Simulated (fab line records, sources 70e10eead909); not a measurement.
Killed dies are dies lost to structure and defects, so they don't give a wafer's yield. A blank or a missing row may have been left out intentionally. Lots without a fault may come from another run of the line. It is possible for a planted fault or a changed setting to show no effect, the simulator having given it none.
Struck lot and sound lot, side by side -- flow nand_harc -- 15 out of 1159 route steps
Sound: the wafers L472.2, L472.3, L472.5. Struck: wafers L478.1, L478.2, L478.6. The cause comes at the end.
Each step with rows lists, per side, the tool, then ch with its chambers, then its first start. Under that, the readings that differ: sound wafers -- struck wafers -- difference of the means -- sigmas: that difference in standard deviations of wafers without a fault.
alike: readings whose means differ by less than 2 such deviations, and words and numbers that are the same on both sides. not compared: withheld readings, readings that some wafer has no value for, bounds like >300 that may hide the same value, and numbers for which the record gives no deviation and whose values overlap.
A row with sigmas, a row that says differs or no value, or rows on one side alone: a step with any of these is where the two part. Numbers that have no deviation but don't overlap get no sigmas and don't part them. A reading missing from all wafers of one side parts the sides only when that side holds two or more wafers.

first, 1 step without rows for these wafers: NHARC_A_CHANNEL_HOLE_D1_SRD_29.
NHARC_A_CHANNEL_HOLE_D1_CD_MEAS_30:
  sound on cd_sem-02, day 9 01:31; struck on cd_sem-01, day 10 12:44
reading,sound,struck,difference,sigmas
cd_nm (nm),85.5 89.7 87.8,89.8 92.5 93.1,+4.1,+3
NHARC_A_CHANNEL_HOLE_D1_XSEM_31:
  sound on xsem-02 ch 0, day 9 01:37; struck on xsem-02 ch 0, day 10 12:50
reading,sound,struck,difference,sigmas
bot_cd_nm (nm),70.3 74.4 72.2,74.4 76.9 77.9,+4.1,+2
  alike: bow_nm, tilt_deg
NHARC_A_CHANNEL_HOLE_D1_INSPECT_40:
  sound on defect_inspect-02, day 9 01:43; struck on defect_inspect-01, day 10 12:56
  alike: raw_defect_count
then, 2 steps without rows for these wafers: NHARC_A_CHANNEL_FILL_D1_PRECLEAN_00 (cleans in SC1); NHARC_A_CHANNEL_FILL_D1_SRD_01.
NHARC_A_CHANNEL_FILL_D1_ALD_02: deposits SiO2, target thk 6 nm, pulse time 10 s, ald cycles 60.
  sound on ald_hk-04 ch 0,2,3, day 9 05:25; struck on ald_hk-02 ch 0,1,3, day 10 13:12
  alike: heater_power_w, precursor_pulse_height_rel
then, 1 step without rows for these wafers: NHARC_A_CHANNEL_FILL_D1_ALD_03 (deposits SiNx, target thk 6 nm, pulse time 60 s, ald cycles 58).
NHARC_A_CHANNEL_FILL_D1_ALD_14: deposits SiO2, target thk 2.5 nm, pulse time 10 s, ald cycles 25.
  sound on ald_hk-04 ch 0,1, day 9 09:41; struck on ald_hk-04 ch 0,3, day 10 18:46
  alike: heater_power_w, precursor_pulse_height_rel
then, 1 step without rows for these wafers: NHARC_A_CHANNEL_FILL_D1_ALD_15 (deposits SiNx, target thk 2 nm, pulse time 60 s, ald cycles 19).
NHARC_A_CHANNEL_FILL_D1_ALD_16: deposits SiO2, target thk 1.5 nm, pulse time 10 s, ald cycles 15.
  sound on ald_hk-04 ch 0,2, day 9 15:04; struck on ald_hk-01 ch 0,2,3, day 10 23:14
  alike: heater_power_w, precursor_pulse_height_rel
then, 1 step without rows for these wafers: NHARC_A_CHANNEL_FILL_D1_ANNEAL_17 (time 1800 s).
NHARC_A_CHANNEL_FILL_D1_CVD_18: deposits poly-Si, target thk 3 nm.
  sound on lpcvd_poly-03 ch 0, day 10 00:25; struck on lpcvd_poly-01 ch 0, day 11 11:23
reading,sound,struck,difference,sigmas
zone_power_bottom_pct (%),10.66 10.55 10.38,9.81 9.89 10.08,-0.60,-3
NHARC_A_CHANNEL_FILL_D1_ETCHBACK_19: etches the open film in HBr/Cl2, target depth 5 nm, time 1.7 s.
  sound on rie_si-06 ch 0,1,3, day 10 02:29; struck on rie_si-02 ch 0,2,3, day 11 13:49
  alike: drypump_motor_current_A, hbr_flow_sccm, he_backside_leak_sccm, oes_product_au, throttle_valve_pct
  not compared: rf_hours_counter_h
-- break in the record here, with 10 days between the starts of the struck wafers on either side (left off in module A_CHANNEL_FILL_D1, picked up again in module END, where the first step shown is number 1159 on the route) --
NHARC_END_SORT_01:
  the record has rows for the struck wafers here (prober-01 ch 0, day 21 23:10) and none for the sound ones

== WHERE THEY PART ==
Earliest at NHARC_A_CHANNEL_HOLE_D1_CD_MEAS_30; latest, in this record, at NHARC_END_SORT_01.

WHY: what the simulator had put in
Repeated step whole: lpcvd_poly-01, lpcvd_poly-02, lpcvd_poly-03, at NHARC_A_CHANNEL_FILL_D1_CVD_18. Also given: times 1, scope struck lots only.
